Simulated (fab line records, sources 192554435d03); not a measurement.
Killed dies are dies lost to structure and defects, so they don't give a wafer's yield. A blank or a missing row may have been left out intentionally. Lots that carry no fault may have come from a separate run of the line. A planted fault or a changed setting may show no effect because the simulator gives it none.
Problem report, 8D (eight disciplines) form, completed by code	flow n5_finfet	the parts of the form that need people (team, actions taken, sign-off) are left out

1. THE ISSUE
N5_BEOL_M10_OCD_MEAS_38, trench_depth_nm: mean 114 nm over 1 wafer from 1 lot; wafers with no fault: 149 nm, standard deviation 4.1. That is -8.5 standard deviations from the usual mean.
Seen first at day 15 14:58 on ocd-02, wafer L609.3. Wafers with a number at this step in the record: 13, from 5 lots. Rule for "out", or "out of limits": more than 4 standard deviations from the usual mean. The other wafers with a number count as sound.

2. WHAT THIS IS AND IS NOT
question	is	is not
which readings at this step	trench_depth_nm	-
which lots	L609	L595, L596, L598, L611
which wafers of those lots	L609.3	L609.1, L609.2
read on which gauges	ocd-02	-
when	from day 15 14:58	up to then (10 sound wafers); but 2 sound wafers of L611 came after

3. THE SUSPECTS, EACH WITH WHAT RULES IT OUT
Counting: any tool at a process step up to the reading remains a suspect provided it ran every lot that is out. Sound lots after the first of them don't rule it out here, since some wafers of a struck lot are sound.
- the gauge at N5_BEOL_M10_OCD_MEAS_38 is ruled out. All the wafers that are out were read on ocd-02, but those of them that N5_BEOL_M10_TRENCH_ETCH_37 has rows for are out there too, on other tools.
- rie_diel-05 at N5_BEOL_M10_ETCH_65 (etches SiARC in CF4, target depth 39 nm, time 65 s): kept. L609, the lot that is out, went through it at day 15 14:30; up to then, the latest sound lot through it was L595 at day 11 05:52.
- rie_diel-05 at N5_BEOL_M10_ETCH_66 (etches SOC in N2/H2, target depth 120 nm, overetch 24 nm, time 180 s): kept. L609, the lot that is out, went through it at day 15 14:33; up to then, the latest sound lot through it was L595 at day 11 05:55.
- rie_diel-05 at N5_BEOL_M10_TRENCH_ETCH_37 (etches SiCOH lowk in C4F6/O2, target depth 148.83 nm, time 48 s): kept. L609, the lot that is out, went through it at day 15 14:47; up to then, the latest sound lot through it was L595 at day 11 06:08. Out on those wafers are its own readings of bias_w, rf_vpp_V.
- In rie_diel-05 at N5_BEOL_M10_ETCH_65, the wafers that are out were processed in chamber 0 and their sound lot-mates in chambers 1, 3.
- In rie_diel-05 at N5_BEOL_M10_ETCH_66, the wafers that are out were processed in chamber 0 and their sound lot-mates in chambers 1, 3.
- In rie_diel-05 at N5_BEOL_M10_TRENCH_ETCH_37, the wafers that are out were processed in chamber 0 and their sound lot-mates in chambers 1, 3.
The count leaves rie_diel-05 at N5_BEOL_M10_ETCH_65, rie_diel-05 at N5_BEOL_M10_ETCH_66, and rie_diel-05 at N5_BEOL_M10_TRENCH_ETCH_37.

4. THE CAUSE (what the simulator had put in)
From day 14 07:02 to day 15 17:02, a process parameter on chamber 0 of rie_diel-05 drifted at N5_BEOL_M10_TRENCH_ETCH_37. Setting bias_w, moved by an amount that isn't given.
3 suspects survive the count, and this tool is in that group.

5. SEQUENCE OF EFFECTS, ordered by route
Each row: a reading whose mean over the struck wafers that have a number lies more than 3 standard deviations from the usual. Only readings whose record carries a usual standard deviation are examined. hours: median over the lots of the time between each lot's start at the first step of this table that gives one and its start at this step. sigmas: the change, counted in usual standard deviations.
hours	step	reading	usual	on struck wafers	change	sigmas
0	N5_BEOL_M10_TRENCH_ETCH_37	bias_w	185.0 W	78.2	-106.8	-99 or more
0	N5_BEOL_M10_TRENCH_ETCH_37	rf_vpp_V	665 V	326	-339	-19
0	N5_BEOL_M10_OCD_MEAS_38	trench_depth_nm	149 nm	114	-35	-8.5
3	N5_BEOL_M10_THK_MEAS_53	M10_THK	144 nm	106	-38	-8.1
3	N5_BEOL_M10_RS_MEAS_57	M10_RS	0.149 ohm/sq	0.211	+0.062	+12
Here are the process steps it includes:
- N5_BEOL_M10_TRENCH_ETCH_37: etches SiCOH lowk in C4F6/O2, target depth 148.83 nm, time 48 s.
At these later measuring or inspecting steps, every struck wafer for which the step has a row has a number for every such reading, and none has moved that far: N5_BEOL_M10_CD_MEAS_35, N5_BEOL_M10_INSPECT_58.

6. WHAT WOULD HAVE CAUGHT IT SOONER
Counted from the fault's start at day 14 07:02, it took 32 hours until the first out-of-limits reading at a measuring or inspecting step in this record, taken at day 15 14:58.
At N5_BEOL_M10_TRENCH_ETCH_37, the tool's own readings (bias_w, rf_vpp_V) were out on each struck wafer the step has a row for, so an alarm limit on them would have fired on the first such wafer.
By day 15 14:58, every lot that is out (1) had started N5_BEOL_M10_TRENCH_ETCH_37 on rie_diel-05. Tool hold at that time: it would have spared none of them.
